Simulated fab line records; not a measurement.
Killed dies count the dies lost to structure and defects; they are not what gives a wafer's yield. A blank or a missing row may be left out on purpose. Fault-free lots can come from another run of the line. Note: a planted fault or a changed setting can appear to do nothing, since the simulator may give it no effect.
fab line records	flow n5_finfet
record: lots: 9	wafers: 27	last_day: 17
route steps=1938 shown BEOL_M0_SAQP@651 BEOL_M4@1111 PASSIVATION@1936
lots that met no fault: from a run of the same line without faults
start_h: hours from the record's first day to the start of the lot's first wafer shown	wait_h: hours elapsed since this lot's preceding step	" repeats the value in the row above	L1.1+2: a single row standing in for several wafers	- no value, or no start given	* or withheld: withheld	< > ~ a bound
route shown NAME@n: names a module that has steps shown in the file, with the first one's number in the route	usual: average and standard deviation across the fault-free wafers	same: alike in all rows	chamber/n: place in a boat	sites: each site's reading	_std_site: how widely they spread, as a standard deviation	_edge_site: outer sites' mean less inner sites'	radius_mm: how far each site lies from the wafer's centre	mask NAME#n: copy n	behind: the last tool/chamber to shape the wafer	hold: why the lot went on hold/how many hours it stayed there/how the hold came to an end	device: the n, p or np transistor that did not switch	end of line: the same wafers' tests at the end of the route	a step with no rows: only its recipe	killed: dies lost to structure and defects at the first sort, not the wafer's yield	map: dies across one wafer; x = killed, . = not, _ = none there
set.NAME: the setting as run; set.NAME@STEP: as run at that earlier step	model.NAME: the simulator's own value behind a step, which no gauge read
route steps across a sampled set of lots; one table per step, one row per wafer
services: a tool's chamber out of use, with start hour (start_h, from the record's first day; less than 0 if before it), hours out, and reason
== steps ==
step: N5_BEOL_M0_SAQP_INSPECT_16
recipe: mode: adi	inspect_instrument: brightfield
usual: raw_defect_count: 493/130
lot.wafer	tool	chamber	start_h	wait_h	raw_defect_count
L335.1	defect_inspect-02	-	122.59	0.0	352
L335.3	"	-	"	"	459
L335.5	"	-	"	"	534
L337.1	defect_inspect-02	-	130.81	0.0	393
L337.3	"	-	"	"	477
L337.5	"	-	"	"	444
L338.1	defect_inspect-02	-	138.24	0.0	509
L338.2	"	-	"	"	357
L338.4	"	-	"	"	418
L344.2	defect_inspect-02	-	181.43	0.0	508
L344.3	"	-	"	"	787
L344.6	"	-	"	"	633
L345.3	defect_inspect-02	-	182.02	0.0	591
L345.4	"	-	"	"	719
L345.6	"	-	"	"	623
L346.1	defect_inspect-01	-	183.99	0.0	461
L346.2	"	-	"	"	465
L346.5	"	-	"	"	387
L347.3	defect_inspect-01	-	188.73	0.0	251
L347.4	"	-	"	"	494
L347.6	"	-	"	"	416
L348.1	defect_inspect-02	-	198.75	0.0	394
L348.3	"	-	"	"	617
L348.4	"	-	"	"	613
L356.2	defect_inspect-01	-	243.27	0.0	638
L356.4	"	-	"	"	587
L356.5	"	-	"	"	532
step: N5_BEOL_M0_SAQP_DESCUM_19
recipe: chemistry: O2	time_s: 7.9	source_power_w: 50	bias_power_w: 20	pressure_mtorr: 20	rf_frequency_hz: 2.712e+07	temp_c: 40	resist: CAR-ArF	o2_flow_sccm: 225
usual: drypump_motor_current_A: 5.84/0.23	o2_flow_sccm: 225.0/0.71	oes_product_au: 0.76/0.073	rf_vpp_V: 242.8/1.6	showerhead_plenum_p_Torr: 2.07/0.082	throttle_valve_pct: 20.56/0.2
lot.wafer	tool	chamber	start_h	wait_h	drypump_motor_current_A	o2_flow_sccm	oes_product_au	rf_hours_counter_h	rf_vpp_V	showerhead_plenum_p_Torr	throttle_valve_pct
L335.1	rie_diel-03	0	122.62	0.0	6.26	224.3	0.74	160	244.4	2.10	20.72
L335.3	"	1	"	"	5.59	226.8	0.76	154	243.2	2.01	20.51
L335.5	"	2	"	"	5.70	225.1	0.77	-	244.5	2.20	20.59
L337.1	rie_diel-05	0	130.86	0.0	5.82	224.3	0.70	211	242.8	2.07	20.83
L337.3	"	1	"	"	5.66	225.9	0.70	226	242.7	2.08	20.52
L337.5	"	0	"	"	5.79	225.6	0.70	-	241.4	2.07	20.85
L338.1	rie_diel-03	1	138.32	0.1	5.59	224.4	0.77	159	242.2	2.01	20.50
L338.2	"	2	"	"	5.72	224.2	0.78	138	245.2	2.20	20.62
L338.4	"	0	"	"	6.26	225.1	0.74	165	243.3	2.10	20.74
L344.2	rie_diel-04	3	181.46	0.0	6.20	225.1	0.75	176	244.4	2.08	20.71
L344.3	"	1	"	"	6.01	225.9	0.85	79	241.6	2.03	20.16
L344.6	"	3	"	"	6.21	225.4	0.75	-	243.8	2.08	20.71
L345.3	rie_diel-05	1	182.06	0.0	5.67	226.1	0.69	241	241.5	2.07	20.53
L345.4	"	0	"	"	5.82	225.6	0.68	226	244.0	2.07	20.85
L345.6	"	0	"	"	5.80	224.7	0.69	-	240.6	2.07	20.87
L346.1	rie_diel-04	1	184.02	0.0	6.02	225.9	0.85	80	244.0	2.03	20.16
L346.2	"	0	"	"	5.51	225.2	0.73	189	241.8	1.98	20.46
L346.5	"	0	"	"	5.49	224.8	0.72	-	241.3	1.98	20.47
L347.3	rie_diel-05	3	188.92	0.2	6.01	223.9	0.75	153	240.7	2.01	20.56
L347.4	"	2	"	"	5.80	224.0	0.86	58	244.3	2.23	20.63
L347.6	"	0	"	"	5.82	224.5	0.69	-	242.8	2.07	20.85
L348.1	rie_diel-05	0	198.79	0.0	5.80	225.2	0.68	232	241.6	2.07	20.87
L348.3	"	3	"	"	6.01	225.3	0.74	156	242.1	2.00	20.59
L348.4	"	2	"	"	5.80	225.9	0.86	61	243.8	2.23	20.64
L356.2	rie_diel-05	3	243.30	0.0	5.99	224.5	0.72	173	241.8	2.00	20.61
L356.4	"	1	"	"	5.68	224.0	0.99	4	242.3	2.07	20.17
L356.5	"	0	"	"	5.80	225.3	0.67	-	242.5	2.06	20.90
step: N5_BEOL_M0_SAQP_SPACER1_ALD_98
recipe: material: SiO2	target_thk_a: 128	temp_c: 300	ald_precursor_family: BDEAS	ald_co_reactant: O2-plasma	pulse_time_s: 1	purge_time_s: 2	co_reactant_purge_time_s: 2	ald_cycles: 138	pressure_torr: 2
usual: heater_power_w: 484/86	precursor_pulse_height_rel: 1.000/0.02	susceptor_temp_C: 300.00/0.21
lot.wafer	tool	chamber	start_h	wait_h	heater_power_w	precursor_pulse_height_rel	susceptor_temp_C
L335.1	ald_sin-03	0	123.52	0.3	376	0.999	299.74
L335.3	"	2	"	"	520	1.048	300.17
L335.5	"	2	"	"	535	1.015	300.27
L337.1	ald_sin-03	3	132.02	0.5	501	1.009	299.80
L337.3	"	2	"	"	543	1.026	299.64
L337.5	"	3	"	"	501	1.021	299.65
L338.1	ald_sin-03	2	139.58	0.4	545	1.023	299.97
L338.2	"	1	"	"	643	1.017	299.98
L338.4	"	0	"	"	378	0.985	300.05
L344.2	ald_sin-02	0	182.35	0.3	451	1.010	300.07
L344.3	"	2	"	"	439	0.990	299.76
L344.6	"	1	"	"	499	0.974	300.18
L345.3	ald_sin-03	3	182.97	0.1	603	0.978	326.18
L345.4	"	0	"	"	451	1.032	326.69
L345.6	"	3	"	"	607	1.001	326.66
L346.1	ald_sin-03	3	185.55	0.6	634	0.982	326.66
L346.2	"	1	"	"	780	0.978	326.63
L346.5	"	1	"	"	789	1.031	326.47
L347.3	ald_sin-03	1	190.46	0.7	762	1.016	326.56
L347.4	"	3	"	"	597	0.934	326.84
L347.6	"	3	"	"	625	0.986	326.75
L348.1	ald_sin-02	0	200.03	0.6	474	1.038	300.31
L348.3	"	1	"	"	511	0.975	299.94
L348.4	"	2	"	"	449	0.997	299.96
L356.2	ald_sin-02	2	244.42	0.5	448	1.023	299.91
L356.4	"	1	"	"	491	0.998	299.87
L356.5	"	3	"	"	502	1.028	300.03
step: N5_BEOL_M0_SAQP_CD_MEAS_25
recipe: target_cd_nm: 13.1	landing_energy_ev: 1000	detector: se_inlens
usual: cd_nm: 12.83/0.23
lot.wafer	tool	chamber	start_h	wait_h	cd_nm
L335.1	cd_sem-01	0	124.20	0.1	12.65
L335.3	"	0	"	"	13.09
L335.5	"	0	"	"	12.72
L337.1	cd_sem-02	0	132.69	0.1	13.24
L337.3	"	0	"	"	12.59
L337.5	"	0	"	"	12.78
L338.1	cd_sem-03	0	140.25	0.1	12.65
L338.2	"	0	"	"	12.87
L338.4	"	0	"	"	12.84
L344.2	cd_sem-02	0	183.21	0.1	13.06
L344.3	"	0	"	"	12.76
L344.6	"	0	"	"	12.59
L345.3	cd_sem-02	0	183.64	0.1	12.26
L345.4	"	0	"	"	12.50
L345.6	"	0	"	"	12.14
L346.1	cd_sem-01	0	186.25	0.1	11.90
L346.2	"	0	"	"	12.21
L346.5	"	0	"	"	11.91
L347.3	cd_sem-01	0	191.29	0.1	12.37
L347.4	"	0	"	"	12.17
L347.6	"	0	"	"	12.14
L348.1	cd_sem-01	0	201.09	0.1	12.80
L348.3	"	0	"	"	12.56
L348.4	"	0	"	"	12.83
L356.2	cd_sem-01	0	245.09	0.1	13.00
L356.4	"	0	"	"	12.86
L356.5	"	0	"	"	12.81
step: N5_BEOL_M0_SAQP_ETCH_101
recipe: chemistry: CH3F/O2	target: SiNx	mask_material: SiO2	target_depth_a: 299	time_s: 42.7	pressure_mtorr: 30	source_w: 395	bias_w: 73	Ar_flow_sccm: 150	CH3F_flow_sccm: 30	O2_flow_sccm: 20	ion_energy_ev: 120
usual: drypump_motor_current_A: 5.84/0.25	mfc_ar_sccm: 150.0/0.48	oes_product_au: 0.77/0.078	rf_vpp_V: 297/5.5	showerhead_plenum_p_Torr: 1.99/0.079	throttle_valve_pct: 16.44/0.21
lot.wafer	tool	chamber	start_h	wait_h	drypump_motor_current_A	mfc_ar_sccm	oes_product_au	rf_hours_counter_h	rf_vpp_V	showerhead_plenum_p_Torr	throttle_valve_pct
L335.1	rie_diel-03	1	124.24	0.0	5.60	149.8	0.76	154	293	1.93	16.47
L335.3	"	2	"	"	5.70	150.6	0.77	134	305	2.08	16.40
L335.5	"	3	"	"	5.78	150.2	0.69	-	300	1.90	16.54
L337.1	rie_diel-03	1	132.73	0.0	5.59	150.2	0.77	157	294	1.93	16.46
L337.3	"	0	"	"	6.22	150.0	0.74	163	305	1.99	16.57
L337.5	"	2	"	"	5.74	149.7	0.77	-	304	2.08	16.40
L338.1	rie_diel-04	0	140.29	0.0	5.55	149.3	0.74	177	294	1.92	16.46
L338.2	"	2	"	"	5.62	150.7	0.71	242	295	1.90	16.51
L338.4	"	3	"	"	6.22	150.9	0.76	165	296	2.00	16.66
L344.2	rie_diel-03	0	183.25	0.0	6.28	149.0	0.72	179	306	1.99	16.60
L344.3	"	1	"	"	5.57	150.2	0.74	174	291	1.92	16.51
L344.6	"	1	"	"	5.60	150.3	0.75	-	294	1.92	16.49
L345.3	rie_diel-03	1	183.68	0.0	5.58	150.2	0.75	174	292	1.92	16.51
L345.4	"	0	"	"	6.28	151.0	0.74	-	305	1.99	16.61
L345.6	"	2	"	"	5.70	150.2	0.75	-	305	2.07	16.43
L346.1	rie_diel-04	0	186.29	0.0	5.53	149.9	0.73	190	294	1.91	16.48
L346.2	"	1	"	"	6.03	149.7	0.85	81	294	1.95	16.11
L346.5	"	1	"	"	6.02	150.0	0.86	-	293	1.95	16.11
L347.3	rie_diel-04	3	191.35	0.1	6.22	150.4	0.75	179	295	2.00	16.69
L347.4	"	2	"	"	5.60	149.8	0.93	2	293	2.14	16.06
L347.6	"	1	"	"	6.00	150.1	0.84	-	292	1.94	16.12
L348.1	rie_diel-04	1	201.23	0.1	6.00	150.2	0.84	85	292	1.94	16.11
L348.3	"	2	"	"	5.57	150.0	0.92	4	294	2.14	16.06
L348.4	"	0	"	"	5.49	149.7	0.72	193	295	1.91	16.49
L356.2	rie_diel-05	2	245.13	0.0	5.80	150.1	0.85	79	287	2.13	16.55
L356.4	"	3	"	"	6.00	149.7	0.73	173	295	1.92	16.65
L356.5	"	3	"	"	6.03	149.7	0.73	-	295	1.92	16.66
step: N5_BEOL_M4_RC_MEAS_101
usual: DIBL_N: 36.8/1.5	DIBL_P: 37.1/2.1	IOFF_N: 0.168/0.03	IOFF_P: 0.22/0.034	ION_N: 679/12	ION_P: 466/8	SS_N: 71.7/0.58	SS_P: 73.5/0.67	VT_N: 248.8/2.7	VT_P: -250/3.3
lot.wafer	tool	chamber	start_h	wait_h	DIBL_N[mV/V]	DIBL_P[mV/V]	IOFF_N[nA/um]	IOFF_P[nA/um]	ION_N[uA/um]	ION_P[uA/um]	SS_N[mV/dec]	SS_P[mV/dec]	VT_N[mV]	VT_P[mV]
L337.1	prober-02	0	179.56	0.0	36.4	37.5	0.165	0.22	677	468	71.8	72.7	247.4	-253
L337.3	"	0	"	"	38.7	40.5	0.200	0.27	687	468	72.6	74.0	246.2	-247
L337.5	"	0	"	"	36.0	37.8	0.152	0.23	679	468	71.0	72.7	251.6	-246
L335.1	prober-01	0	181.48	0.0	37.0	36.1	0.146	0.19	678	461	71.5	73.5	249.8	-253
L335.3	"	0	"	"	36.9	36.0	0.146	0.20	675	462	70.6	72.9	247.4	-249
L335.5	"	0	"	"	37.1	36.1	0.148	0.20	672	461	70.9	73.4	248.0	-250
L338.1	prober-01	0	185.76	0.0	37.7	38.3	0.187	0.26	678	467	72.6	74.2	247.7	-246
L338.2	"	0	"	"	39.2	37.7	0.213	0.24	680	460	72.9	73.9	248.0	-247
L338.4	"	0	"	"	34.7	33.1	0.126	0.17	667	458	71.5	73.1	252.7	-252
L344.2	prober-01	0	237.39	0.2	35.2	34.7	0.149	0.19	680	466	71.2	73.7	248.8	-253
L344.3	"	0	"	"	34.9	33.7	0.131	0.18	663	459	71.7	73.0	252.6	-254
L344.6	"	0	"	"	33.5	31.6	0.115	0.15	658	449	71.1	72.5	254.1	-255
L345.3	prober-02	0	240.63	0.3	37.1	39.3	0.176	0.24	677	463	72.4	73.6	250.6	-246
L345.4	"	0	"	"	36.8	40.2	0.175	0.27	670	463	72.5	74.6	249.6	-246
L345.6	"	0	"	"	37.4	40.5	0.181	0.27	674	466	72.5	74.3	247.8	-246
L346.1	prober-02	0	242.12	0.0	34.3	32.5	0.132	0.19	662	465	70.9	73.3	250.2	-251
L346.2	"	0	"	"	36.4	34.9	0.166	0.22	676	470	71.2	73.4	247.7	-250
L346.5	"	0	"	"	35.6	34.2	0.152	0.21	670	461	71.0	74.0	249.4	-250
L347.3	prober-02	0	246.82	0.3	41.2	40.8	0.240	0.32	677	468	72.2	76.2	245.5	-248
L347.4	"	0	"	"	36.5	34.4	0.138	0.21	662	464	71.1	73.5	253.0	-251
L347.6	"	0	"	"	35.5	32.9	0.124	0.18	657	455	71.1	72.4	253.3	-249
L348.1	prober-02	0	248.52	0.0	36.5	37.7	0.184	0.21	686	463	71.9	73.9	245.8	-253
L348.3	"	0	"	"	35.7	37.1	0.152	0.19	682	471	71.7	72.8	249.9	-254
L348.4	"	0	"	"	38.2	39.7	0.230	0.24	697	476	73.2	74.2	242.6	-250
L356.2	prober-01	0	314.67	0.2	37.7	38.6	0.167	0.25	676	467	71.3	73.1	249.5	-246
L356.4	"	0	"	"	38.0	37.2	0.171	0.22	680	469	71.0	72.6	249.2	-248
L356.5	"	0	"	"	35.4	34.7	0.135	0.18	667	455	71.3	72.9	252.4	-251
step: N5_PASSIVATION_PROBE_49
usual: defect_limited_yield: 91.0/1.5	killed_at_M0_to_M3: 34/11	killed_at_M4_up: 14/5.3	killed_at_contacts: 13/7	killed_at_front_end: 41/13	killed_at_other: 4/3.1	killed_dies: 106/17	killed_open: 70/12	killed_short: 35/8	sort_bin_5_function: 5.2/0.98	sort_bin_6_memory: 3.4/0.69	sort_n_pass: 1074/17	sort_yield_pct: 91.0/1.5
same: gross_dies: 1180	killed_at_back_side: 0	sort_bin_4_leakage[%]: 0	sort_bin_8_speed[%]: 0
lot.wafer	tool	chamber	start_h	wait_h	defect_limited_yield[%]	killed_at_M0_to_M3	killed_at_M4_up	killed_at_contacts	killed_at_front_end	killed_at_other	killed_dies	killed_open	killed_short	sort_bin_5_function[%]	sort_bin_6_memory[%]	sort_n_pass	sort_yield_pct[%]
L346.2	prober-02	-	341.96	0.1	88.8	49	21	9	51	2	132	89	43	6.9	3.7	1048	88.8
L347.3	prober-02	-	349.07	0.1	90.9	38	18	22	24	5	107	72	35	5.5	3.1	1073	90.9
L347.4	prober-02	-	349.12	0.2	92.4	28	15	29	15	3	90	62	27	4.7	2.6	1090	92.4
L347.6	prober-02	-	349.22	0.3	90.9	37	15	13	37	5	107	69	37	5.4	3.4	1073	90.9
killed by level:class
L346.2 BEOL_M2:geometric_particle:open=12 FIN_SAQP:geometric_particle:short=11 BEOL_M1:geometric_particle:open=10 MOL_CONTACT_COAG:geometric_particle:open=9 BEOL_M4:geometric_particle:open=9 STI_FIN_REVEAL:geometric_particle:open=8 GATE_CUT:geometric_particle:short=7 GATE_CUT:geometric_particle:open=7
L347.3 MOL_CONTACT_COAG:geometric_particle:open=15 BEOL_M3:geometric_particle:open=11 BEOL_M4:geometric_particle:open=11 BEOL_M0_SAQP:geometric_particle:short=8 STI_FIN_REVEAL:geometric_particle:open=7 MOL_CONTACT_COAG:geometric_particle:short=7 BEOL_M2:geometric_particle:open=7 BEOL_M1:geometric_particle:open=5
L347.4 MOL_CONTACT_COAG:geometric_particle:open=20 BEOL_M0_SAQP:geometric_particle:open=9 MOL_CONTACT_COAG:geometric_particle:short=8 BEOL_M0_SAQP:geometric_particle:short=8 BEOL_M4:geometric_particle:open=7 STI_FIN_REVEAL:geometric_particle:open=5 BEOL_M3:geometric_particle:open=5 GATE_CUT:geometric_particle:short=3
L347.6 MOL_CONTACT_COAG:geometric_particle:open=10 FIN_SAQP:geometric_particle:open=8 BEOL_M2:geometric_particle:open=8 BEOL_M3:geometric_particle:open=8 ILD0:geometric_particle:short=7 BEOL_M0_SAQP:geometric_particle:short=7 FIN_SAQP:geometric_particle:short=6 BEOL_M1:geometric_particle:open=6
== services ==
tool	chamber	start_h	hours	kind
ald_sin-03	0	99.32	-	clean
ald_sin-03	1	99.32	-	clean
ald_sin-03	2	99.32	-	clean
ald_sin-03	3	99.32	-	clean
rie_diel-05	2	156.09	5.9	repair
rie_diel-03	-	158.81	0.4	repair
rie_diel-04	2	166.33	-	clean
rie_diel-04	2	166.33	-	consumable_replace:esc
rie_diel-04	2	166.33	-	consumable_replace:focus_ring
rie_diel-04	2	166.33	-	consumable_replace:showerhead
rie_diel-04	2	166.33	17.8	scheduled_down
rie_diel-04	2	166.33	17.8	vent_cycle
rie_diel-03	3	173.66	-	clean
rie_diel-03	3	173.66	-	consumable_replace:focus_ring
rie_diel-03	3	173.66	-	consumable_replace:showerhead
rie_diel-03	3	173.66	21.4	scheduled_down
rie_diel-03	3	173.66	21.4	vent_cycle
ald_sin-02	1	187.06	8.4	repair
ald_sin-02	-	206.86	2.8	pm
rie_diel-05	1	210.42	-	clean
rie_diel-05	1	210.42	-	consumable_replace:focus_ring
ald_sin-02	3	223.33	2.2	repair
rie_diel-04	-	234.11	1.7	repair
ald_sin-03	3	241.06	5.0	repair
== key ==
first_sign: step: N5_BEOL_M0_SAQP_SPACER1_ALD_98	reading: susceptor_temp_C	direction: up	sigmas: 99+	usual: *	struck: *
effect: step: N5_BEOL_M0_SAQP_SPACER1_ALD_98	reading: heater_power_w	direction: up	sigmas: 1.9	usual: *	struck: *
effect: step: N5_BEOL_M0_SAQP_CD_MEAS_25	reading: cd_nm	direction: down	sigmas: 2.8	usual: 12.83	struck: 12.18
met_at N5_BEOL_M0_SAQP_SPACER1_ALD_98
struck_lots L345,L346,L347
not_acting_at N5_BEOL_M0_SAQP_INSPECT_16,N5_BEOL_M0_SAQP_DESCUM_19,N5_BEOL_M0_SAQP_ETCH_101
onset_between 139.58 182.97
fault: kind: process_parameter_drift	tool: ald_sin-03	chamber: -	onset_h: 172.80	steps: N5_BEOL_M0_SAQP_SPACER1_ALD_98	channel: temp_c	offset: *	shape: step	end_h: 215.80	acts_in: *	stated: *
